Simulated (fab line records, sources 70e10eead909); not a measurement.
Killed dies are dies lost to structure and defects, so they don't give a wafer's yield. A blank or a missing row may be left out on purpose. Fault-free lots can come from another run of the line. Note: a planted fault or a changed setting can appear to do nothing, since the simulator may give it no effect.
A lot that was struck, set against a sound lot    flow nand_harc    13 out of 1159 route steps
Sound: these wafers, L924.2, L924.4, L924.6. Struck: wafer L928.6 (left out: L928.4, L928.5 of the same lot, which were not struck); the cause appears at the end.
Order at every step that has rows: each side's tool, ch and its chambers, its first start. Under that, the readings that differ: sound wafers    struck wafers    difference of the means    sigmas: that difference in standard deviations of wafers without a fault.
alike: readings whose means differ by less than 2 such deviations, and words and numbers that are the same on both sides. not compared: withheld readings, readings that some wafer has no value for, bounds like >300 that may hide the same value, and numbers for which the record gives no deviation and whose values overlap.
The two part at a step that has a row with sigmas, a row that says differs or no value, or rows on one side only. When numbers do not overlap yet have no deviation, they are printed without sigmas and do not part them. A reading that every wafer of one side lacks parts them only if that side has two wafers or more.

NHARC_A_SOURCE_PLATE_THK_MEAS_06: measures by ellipsometry.
  sound on film_metro-01, day 10 17:25; struck on film_metro-02, day 11 19:18
  alike: thk_nm
NHARC_A_SOURCE_PLATE_INSPECT_08:
  sound on defect_inspect-02, day 10 17:29; struck on defect_inspect-01, day 11 19:22
  alike: raw_defect_count
after that, 1 step with no rows for these wafers: NHARC_A_ONON_D1_DEP_00 (target thk 1000 nm).
NHARC_A_ONON_D1_THK_MEAS_02: measures by ellipsometry.
  sound on film_metro-02, day 10 18:04; struck on film_metro-01, day 11 19:56
  alike: thk_nm
after that, 1 step with no rows for these wafers: NHARC_A_ONON_D1_DEP_03 (target thk 1000 nm).
NHARC_A_ONON_D1_THK_MEAS_05: measures by ellipsometry.
  sound on film_metro-02, day 10 18:38; struck on film_metro-01, day 11 20:31
  alike: thk_nm
after that, 1 step with no rows for these wafers: NHARC_A_ONON_D1_DEP_06 (target thk 1000 nm).
NHARC_A_ONON_D1_THK_MEAS_08: measures by ellipsometry.
  sound on film_metro-02, day 10 19:12; struck on film_metro-01, day 11 21:05
  alike: thk_nm
after that, 1 step with no rows for these wafers: NHARC_A_ONON_D1_DEP_09 (target thk 1000 nm).
NHARC_A_ONON_D1_THK_MEAS_11: measures by ellipsometry.
  sound on film_metro-01, day 10 19:46; struck on film_metro-02, day 11 21:39
  alike: thk_nm
NHARC_A_ONON_D1_DEP_12: target thk 1000 nm.
  sound on pecvd_onon-02 ch 0, day 10 19:53; struck on pecvd_onon-02 ch 0, day 11 21:52
NHARC_A_ONON_D1_THK_MEAS_14: measures by ellipsometry.
  sound on film_metro-02, day 10 20:20; struck on film_metro-02, day 11 22:23
reading      sound           struck  difference  sigmas
thk_nm (nm)  1019 1020 1021  1616    +596        +54
  not compared: hold
-- record jumps: 12 days between struck wafers' starts before vs after; left off in module A_ONON_D1, resumes in module END, first step shown is number 1159 of the route --
NHARC_END_SORT_01:
  sound on prober-02 ch 0, day 22 09:12; struck on prober-02 ch 0, day 24 05:52
reading          sound     struck                    difference                    sigmas
hold             - - -     await_dispo/5.1h/release  no value on the sound wafers  
killed_at_array  33 28 29  675                       +645                          +71
killed_dies      35 30 32  677                       +645                          +70
  alike: killed_at_other, killed_at_periphery, killed_open, killed_short

## WHERE THEY PART
Last at NHARC_END_SORT_01 as far as this record goes, first at NHARC_A_ONON_D1_THK_MEAS_14.

WHY: whatever the simulator had introduced
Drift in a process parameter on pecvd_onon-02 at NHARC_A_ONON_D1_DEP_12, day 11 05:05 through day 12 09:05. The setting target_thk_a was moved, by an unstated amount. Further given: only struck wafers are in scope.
